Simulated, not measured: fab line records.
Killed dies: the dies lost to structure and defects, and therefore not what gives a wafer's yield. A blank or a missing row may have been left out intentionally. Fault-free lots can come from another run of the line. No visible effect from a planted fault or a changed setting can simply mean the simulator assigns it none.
fab line records	flow n5_finfet
record: lots: 6	wafers: 18	last_day: 17
route steps=1938 shown BEOL_M7@1293
lots that met no fault: taken from a fault-free run of the same line
start_h: hours from the record's first day to the start of the lot's first wafer shown	wait_h: hours from the lot's prior step to this one	" identical to the entry in the row above	L1.1+2: a row that stands for several wafers	- no value, or no start given	* or withheld: withheld	< > ~ a bound
route shown NAME@n: NAME is a module with steps in the file, n the number in the route of the first one	usual: mean and standard deviation over wafers with no fault	same: alike in all rows	chamber/n: place in a boat	sites: readings site by site	_std_site: standard deviation across them	_edge_site: outer sites' mean less inner sites'	radius_mm: for every site, how far away it sits from the centre of the wafer	mask NAME#n: copy n	behind: the last tool/chamber to shape the wafer	hold: reason for holding the lot/hours on hold/outcome of the hold	device: transistor that didn't switch, given as n, p or np	end of line: tests run on the same wafers once the route is complete	a step with no rows: only its recipe	killed: dies that structure and defects cost at the first sort, which is not the same as the wafer's yield	map: per-die view of a wafer (x killed, . not killed, _ where there is no die)
set.NAME: the setting the step ran with; set.NAME@STEP: the setting that earlier step ran with	model.NAME: the simulator's own value behind a step, which no gauge read
certain route steps with their lots: each step a table, each wafer a row
services: from which hour (start_h, from the record's first day; less than 0 if before it) a tool's chamber was out of use, for how many hours, and why
== steps ==
step: N5_BEOL_M7_EXPOSE_25
recipe: mask_id: V6	na: 0.33	source_shape: annular	sigma_inner: 0.4	sigma_outer: 0.8	polarization: unpolarized	target_cd_nm: 40	dose_mj: 42.5
step: N5_BEOL_M7_PEB_26
recipe: peb_temp_c: 100	peb_time_s: 60	resist: CAR-EUV
step: N5_BEOL_M7_DEVELOP_27
recipe: develop_time_s: 30	developer: TMAH	resist: CAR-EUV	rinse_liquid: surfactant_rinse	dry: air_spin	dev_temp_c: 23
step: N5_BEOL_M7_CD_MEAS_28
recipe: target_cd_nm: 40	landing_energy_ev: 500	detector: se_inlens
usual: cd_nm: 40.01/0.24
same: landing_energy_ev: 500
lot.wafer	tool	chamber	start_h	wait_h	cd_nm
L103.1	cd_sem-03	0	196.25	-	39.88
L103.4	"	0	"	"	39.53
L103.6	"	0	"	"	39.93
L108.2	cd_sem-02	0	247.51	-	39.68
L108.3	"	0	"	"	40.26
L108.4	"	0	"	"	40.04
L112.3	cd_sem-02	0	254.24	-	39.84
L112.4	"	0	"	"	40.19
L112.5	"	0	"	"	40.54
L118.1	cd_sem-02	0	297.60	-	39.94
L118.2	"	0	"	"	40.03
L118.4	"	0	"	"	40.21
L120.1	cd_sem-01	0	301.03	-	39.91
L120.4	"	0	"	"	40.07
L120.5	"	0	"	"	39.92
L125.1	cd_sem-03	0	328.72	-	39.84
L125.5	"	0	"	"	39.72
L125.6	"	0	"	"	39.81
step: N5_BEOL_M7_OVL_MEAS_29
recipe: points_per_wafer: 522
usual: V6_OVL: -0.1/0.73
lot.wafer	tool	chamber	start_h	wait_h	V6_OVL[nm]
L103.1	overlay-02	0	196.28	0.0	0.8
L103.4	"	0	"	"	0.3
L103.6	"	0	"	"	1.3
L108.2	overlay-02	0	247.55	0.0	-1.1
L108.3	"	0	"	"	-0.5
L108.4	"	0	"	"	-0.2
L112.3	overlay-01	0	254.28	0.0	-0.3
L112.4	"	0	"	"	-0.2
L112.5	"	0	"	"	0.4
L118.1	overlay-01	0	297.64	0.0	1.4
L118.2	"	0	"	"	0.5
L118.4	"	0	"	"	0.7
L120.1	overlay-02	0	301.06	0.0	0.6
L120.4	"	0	"	"	1.0
L120.5	"	0	"	"	1.0
L125.1	overlay-02	0	328.75	0.0	-0.9
L125.5	"	0	"	"	-0.1
L125.6	"	0	"	"	-1.0
step: N5_BEOL_M7_INSPECT_30
recipe: mode: adi	inspect_instrument: brightfield
usual: raw_defect_count: 397/94
lot.wafer	tool	chamber	start_h	wait_h	raw_defect_count
L103.1	defect_inspect-02	-	196.34	0.1	291
L103.4	"	-	"	"	201
L103.6	"	-	"	"	263
L108.2	defect_inspect-02	-	247.60	0.0	428
L108.3	"	-	"	"	521
L108.4	"	-	"	"	459
L112.3	defect_inspect-02	-	254.33	0.0	313
L112.4	"	-	"	"	325
L112.5	"	-	"	"	438
L118.1	defect_inspect-02	-	297.69	0.1	408
L118.2	"	-	"	"	440
L118.4	"	-	"	"	511
L120.1	defect_inspect-01	-	301.12	0.1	595
L120.4	"	-	"	"	353
L120.5	"	-	"	"	468
L125.1	defect_inspect-02	-	328.81	0.1	809
L125.5	"	-	"	"	446
L125.6	"	-	"	"	525
step: N5_BEOL_M7_DESCUM_33
recipe: chemistry: O2	time_s: 7	source_power_w: 50	bias_power_w: 20	pressure_mtorr: 20	rf_frequency_hz: 2.712e+07	temp_c: 40	resist: CAR-EUV	o2_flow_sccm: 225
usual: drypump_motor_current_A: 5.9/0.36	oes_product_au: 0.79/0.088	rf_vpp_V: 242.9/1.6	showerhead_plenum_p_Torr: 2.08/0.086	throttle_valve_pct: 20.45/0.2
lot.wafer	tool	chamber	start_h	wait_h	drypump_motor_current_A	oes_product_au	rf_hours_counter_h	rf_vpp_V	showerhead_plenum_p_Torr	throttle_valve_pct
L103.1	rie_diel-06	1	196.38	0.0	6.3	0.90	33	246.4	2.23	20.33
L103.4	"	3	"	"	6.0	0.93	16	241.5	2.05	20.24
L103.6	"	0	"	"	5.8	0.79	-	242.7	2.02	20.19
L108.2	rie_diel-06	1	247.63	0.0	6.3	0.88	46	244.8	2.23	20.34
L108.3	"	0	"	"	5.8	0.77	139	242.0	2.02	20.20
L108.4	"	3	"	"	5.9	0.89	-	242.3	2.04	20.27
L112.3	rie_diel-06	0	254.53	0.2	5.8	0.77	142	241.4	2.02	20.19
L112.4	"	1	"	"	6.4	0.88	-	244.3	2.23	20.36
L112.5	"	3	"	"	6.0	0.89	-	242.4	2.04	20.28
L118.1	rie_diel-05	3	298.16	0.5	5.2	0.70	230	241.9	1.98	20.71
L118.2	"	2	"	"	6.4	0.91	13	245.8	2.22	20.50
L118.4	"	1	"	"	6.1	0.72	209	243.8	2.16	20.68
L120.1	rie_diel-05	0	301.27	0.1	5.9	0.81	92	241.8	2.02	20.21
L120.4	"	3	"	"	5.2	0.69	231	242.4	1.98	20.70
L120.5	"	3	"	"	5.2	0.70	-	241.9	1.98	20.70
L125.1	rie_diel-05	1	328.85	0.0	6.1	0.71	219	243.7	2.15	20.69
L125.5	"	2	"	"	6.4	0.89	-	244.8	2.22	20.49
L125.6	"	1	"	"	6.1	0.71	-	244.9	2.15	20.67
step: N5_BEOL_M7_ETCH_72
recipe: chemistry: N2/H2	target: underlayer	target_depth_a: 65	mask_material: CAR-EUV	time_s: 5.2	ion_energy_ev: 200	pressure_mtorr: 30	source_w: 840	bias_w: 150	n2_flow_sccm: 200	h2_flow_sccm: 200	ends: cleared
usual: bias_w: 150.0/0.46	drypump_motor_current_A: 5.9/0.36	etch_rf_on_time_s: 5.20/0.067	oes_product_au: 0.68/0.075	rf_vpp_V: 523/3	showerhead_plenum_p_Torr: 2.53/0.1	throttle_valve_pct: 17.90/0.23
lot.wafer	tool	chamber	start_h	wait_h	bias_w	drypump_motor_current_A	etch_rf_on_time_s	oes_product_au	rf_hours_counter_h	rf_vpp_V	showerhead_plenum_p_Torr	throttle_valve_pct
L103.1	rie_diel-06	1	196.41	0.0	150.0	6.4	5.11	0.77	33	529	2.70	17.81
L103.4	"	3	"	"	149.7	6.0	5.10	0.79	16	524	2.50	17.75
L103.6	"	0	"	"	150.3	5.8	5.15	0.67	-	521	2.45	17.54
L108.2	rie_diel-06	1	247.67	0.0	150.3	6.3	5.11	0.75	46	528	2.70	17.82
L108.3	"	0	"	"	150.1	5.8	5.20	0.65	139	522	2.44	17.57
L108.4	"	3	"	"	149.7	6.0	5.14	0.78	-	521	2.49	17.78
L112.3	rie_diel-06	0	254.57	0.0	150.4	5.8	5.18	0.65	142	524	2.44	17.54
L112.4	"	1	"	"	150.9	6.4	5.05	0.75	-	528	2.70	17.82
L112.5	"	3	"	"	149.2	6.0	5.08	0.77	-	524	2.49	17.80
L118.1	rie_diel-05	3	298.19	0.0	150.1	5.3	5.20	0.60	230	520	2.41	18.19
L118.2	"	2	"	"	149.9	6.3	5.18	0.79	13	529	2.71	17.95
L118.4	"	1	"	"	150.3	6.1	5.14	0.61	209	526	2.63	18.10
L120.1	rie_diel-05	0	301.30	0.0	149.5	5.9	5.29	0.69	92	521	2.46	17.63
L120.4	"	3	"	"	150.1	5.3	5.25	0.59	231	522	2.41	18.19
L120.5	"	3	"	"	150.1	5.3	5.28	0.60	-	519	2.41	18.17
L125.1	rie_diel-05	1	328.88	0.0	149.9	6.1	5.24	0.60	219	526	2.62	18.13
L125.5	"	2	"	"	150.8	6.4	5.23	0.75	-	530	2.71	17.96
L125.6	"	1	"	"	149.4	6.1	5.22	0.60	-	524	2.62	18.13
step: N5_BEOL_M7_ETCH_65
recipe: chemistry: CF4	target: SiARC	target_depth_a: 156	mask_material: CAR-EUV	time_s: 26	ion_energy_ev: 80	pressure_mtorr: 40	source_w: 545	bias_w: 36	Ar_flow_sccm: 100	cf4_flow_sccm: 100	ends: cleared
usual: bias_w: 35.98/0.11	drypump_motor_current_A: 5.9/0.36	etch_rf_on_time_s: 26.0/0.36	oes_product_au: 0.68/0.075	rf_vpp_V: 184.0/1.2	showerhead_plenum_p_Torr: 2.13/0.081	throttle_valve_pct: 15.65/0.23
lot.wafer	tool	chamber	start_h	wait_h	bias_w	drypump_motor_current_A	etch_rf_on_time_s	oes_product_au	rf_hours_counter_h	rf_vpp_V	showerhead_plenum_p_Torr	throttle_valve_pct
L103.1	rie_diel-06	1	196.43	0.0	36.00	6.3	25.3	0.78	33	184.3	2.27	15.42
L103.4	"	3	"	"	36.14	6.0	25.7	0.79	16	182.4	2.11	15.42
L103.6	"	0	"	"	35.90	5.8	25.5	0.68	-	182.6	2.07	15.36
L108.2	rie_diel-06	1	247.69	0.0	35.86	6.4	25.0	0.76	46	185.8	2.26	15.45
L108.3	"	0	"	"	35.90	5.8	25.6	0.67	139	182.3	2.06	15.37
L108.4	"	3	"	"	35.98	6.0	25.5	0.76	-	183.8	2.10	15.46
L112.3	rie_diel-06	0	254.58	0.0	35.85	5.8	25.6	0.66	142	183.4	2.06	15.40
L112.4	"	1	"	"	36.01	6.3	25.3	0.75	-	186.5	2.26	15.46
L112.5	"	3	"	"	35.83	5.9	25.9	0.76	-	182.6	2.10	15.49
L118.1	rie_diel-05	3	298.21	0.0	35.80	5.2	26.2	0.60	230	183.9	2.03	15.93
L118.2	"	2	"	"	36.00	6.4	26.4	0.77	13	185.6	2.27	15.61
L118.4	"	1	"	"	36.01	6.1	26.4	0.61	209	184.6	2.21	15.92
L120.1	rie_diel-05	0	301.32	0.0	36.04	5.9	26.3	0.68	92	183.7	2.08	15.43
L120.4	"	3	"	"	36.06	5.2	26.6	0.59	231	183.0	2.03	15.92
L120.5	"	3	"	"	36.11	5.2	26.2	0.60	-	183.0	2.03	15.92
L125.1	rie_diel-05	1	328.90	0.0	35.99	6.1	26.0	0.60	219	183.3	2.21	15.94
L125.5	"	2	"	"	35.87	6.4	26.1	0.76	-	185.9	2.26	15.64
L125.6	"	1	"	"	36.07	6.1	25.8	0.61	-	185.0	2.21	15.95
step: N5_BEOL_M7_ETCH_66
recipe: chemistry: N2/H2	target: SOC	target_depth_a: 800	overetch_a: 160	mask_material: SiARC	temp_c: 40	time_s: 120	ion_energy_ev: 200	pressure_mtorr: 30	source_w: 840	bias_w: 150	n2_flow_sccm: 200	h2_flow_sccm: 200
usual: bias_w: 150.0/0.47	drypump_motor_current_A: 5.9/0.35	oes_product_au: 0.61/0.064	rf_vpp_V: 523/3	showerhead_plenum_p_Torr: 2.53/0.1	throttle_valve_pct: 17.86/0.23
lot.wafer	tool	chamber	start_h	wait_h	bias_w	drypump_motor_current_A	oes_product_au	rf_hours_counter_h	rf_vpp_V	showerhead_plenum_p_Torr	throttle_valve_pct
L103.1	rie_diel-06	1	196.46	0.0	150.2	6.3	0.68	33	528	2.70	17.75
L103.4	"	3	"	"	149.8	6.0	0.70	16	524	2.50	17.71
L103.6	"	0	"	"	150.5	5.8	0.60	-	521	2.45	17.50
L108.2	rie_diel-06	1	247.71	0.0	150.4	6.4	0.67	46	529	2.70	17.79
L108.3	"	0	"	"	149.5	5.8	0.59	139	521	2.44	17.51
L108.4	"	3	"	"	149.5	6.0	0.68	-	522	2.49	17.72
L112.3	rie_diel-06	0	254.61	0.0	149.9	5.8	0.58	142	519	2.44	17.53
L112.4	"	1	"	"	149.9	6.4	0.66	-	529	2.70	17.78
L112.5	"	3	"	"	151.1	6.0	0.67	-	522	2.49	17.75
L118.1	rie_diel-05	3	298.24	0.0	150.7	5.2	0.55	230	520	2.41	18.16
L118.2	"	2	"	"	150.7	6.3	0.70	13	529	2.71	17.91
L118.4	"	1	"	"	150.7	6.1	0.55	209	525	2.63	18.06
L120.1	rie_diel-05	0	301.35	0.0	150.2	5.9	0.62	93	523	2.46	17.59
L120.4	"	3	"	"	149.5	5.2	0.54	231	520	2.41	18.15
L120.5	"	3	"	"	150.3	5.2	0.53	-	519	2.41	18.13
L125.1	rie_diel-05	1	328.93	0.0	150.5	6.1	0.54	219	525	2.62	18.09
L125.5	"	2	"	"	149.7	6.3	0.68	-	529	2.70	17.94
L125.6	"	1	"	"	150.6	6.1	0.55	-	527	2.62	18.07
step: N5_BEOL_M7_STRIP_69
recipe: chemistry: N2/H2	temp_c: 40	n2_flow_sccm: 200	h2_flow_sccm: 200	rf_frequency_hz: 6e+07
step: N5_BEOL_M7_STRIP_73
recipe: chemistry: N2/H2	temp_c: 40	n2_flow_sccm: 200	h2_flow_sccm: 200	rf_frequency_hz: 6e+07
step: N5_BEOL_M7_VIA_ETCH_34
recipe: chemistry: C4F6/O2	target: SiCOH_lowk	target_depth_a: 1255	mask_material: SOC	taper_deg: 4	time_s: 50.5	ion_energy_ev: 250	pressure_mtorr: 30	source_w: 345	bias_w: 185	Ar_flow_sccm: 300	C4F6_flow_sccm: 10	O2_flow_sccm: 10
usual: bias_w: 185.1/0.52	drypump_motor_current_A: 5.9/0.36	oes_product_au: 0.79/0.088	rf_vpp_V: 665/8.1	showerhead_plenum_p_Torr: 2.83/0.11	throttle_valve_pct: 20.92/0.23
lot.wafer	tool	chamber	start_h	wait_h	bias_w	drypump_motor_current_A	oes_product_au	rf_hours_counter_h	rf_vpp_V	showerhead_plenum_p_Torr	throttle_valve_pct	model.etch.depth_nm
L103.1	rie_diel-06	1	196.56	0.0	184.4	6.3	0.90	33	658	3.01	20.75	125.9
L103.4	"	3	"	"	185.6	6.0	0.92	16	673	2.80	20.79	126.3
L103.6	"	0	"	"	184.6	5.8	0.78	-	652	2.74	20.52	124.6
L108.2	rie_diel-06	1	247.82	0.0	173.9	6.3	0.86	46	625	3.01	20.75	124.4
L108.3	"	0	"	"	173.8	5.8	0.78	139	620	2.73	20.55	125
L108.4	"	3	"	"	174.2	6.0	0.89	-	640	2.79	20.81	125.4
L112.3	rie_diel-06	0	254.71	0.0	173.9	5.8	0.76	142	622	2.73	20.56	122.8
L112.4	"	1	"	"	173.9	6.3	0.87	-	625	3.01	20.78	124.4
L112.5	"	3	"	"	174.4	6.0	0.88	-	637	2.79	20.82	123.7
L118.1	rie_diel-05	3	298.34	0.0	183.8	5.2	0.70	230	656	2.71	21.19	123.9
L118.2	"	2	"	"	186.3	6.3	0.90	13	664	3.01	20.95	125.5
L118.4	"	1	"	"	185.1	6.1	0.71	209	667	2.94	21.17	124.1
L120.1	rie_diel-05	0	301.45	0.0	185.8	5.9	0.81	93	679	2.77	20.73	124.8
L120.4	"	3	"	"	185.4	5.2	0.70	231	655	2.70	21.18	123.5
L120.5	"	3	"	"	186.0	5.2	0.70	-	656	2.71	21.18	123.8
L125.1	rie_diel-05	1	329.03	0.0	185.5	6.1	0.71	219	665	2.93	21.19	125.1
L125.5	"	2	"	"	185.2	6.4	0.89	-	664	3.01	20.96	126
L125.6	"	1	"	"	184.7	6.1	0.71	-	665	2.93	21.20	125.8
step: N5_BEOL_M7_STRIP_76
recipe: chemistry: C4F6/O2	resist: SiARC	rf_frequency_hz: 6e+07
== services ==
tool	chamber	start_h	hours	kind
rie_diel-06	1	212.61	5.3	repair
rie_diel-05	2	235.25	4.6	repair
rie_diel-05	2	240.09	-	clean
rie_diel-05	2	240.09	-	consumable_replace:focus_ring
rie_diel-05	2	240.09	-	consumable_replace:showerhead
rie_diel-05	2	240.09	13.4	scheduled_down
rie_diel-05	2	240.09	13.4	vent_cycle
rie_diel-06	2	246.36	-	clean
rie_diel-06	2	246.36	-	consumable_replace:focus_ring
rie_diel-06	2	246.36	27.1	scheduled_down
rie_diel-06	2	246.36	27.1	vent_cycle
== key ==
first_sign: step: N5_BEOL_M7_VIA_ETCH_34	reading: bias_w	direction: down	sigmas: 21	usual: *	struck: *
effect: step: N5_BEOL_M7_VIA_ETCH_34	reading: rf_vpp_V	direction: down	sigmas: 4.6	usual: 665	struck: 628
model_effect: step: N5_BEOL_M7_VIA_ETCH_34	value: etch.depth_nm	without: 126.8	struck: 124.3
met_at N5_BEOL_M7_VIA_ETCH_34
struck_wafers L108.2,L108.3,L108.4,L112.3,L112.4,L112.5
onset_between 196.56 247.82
fault: kind: process_parameter_drift	tool: rie_diel-06	chamber: -	onset_h: 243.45	steps: N5_BEOL_M7_VIA_ETCH_34	channel: bias_w	offset: *	shape: step	end_h: 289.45	acts_in: *	stated: *
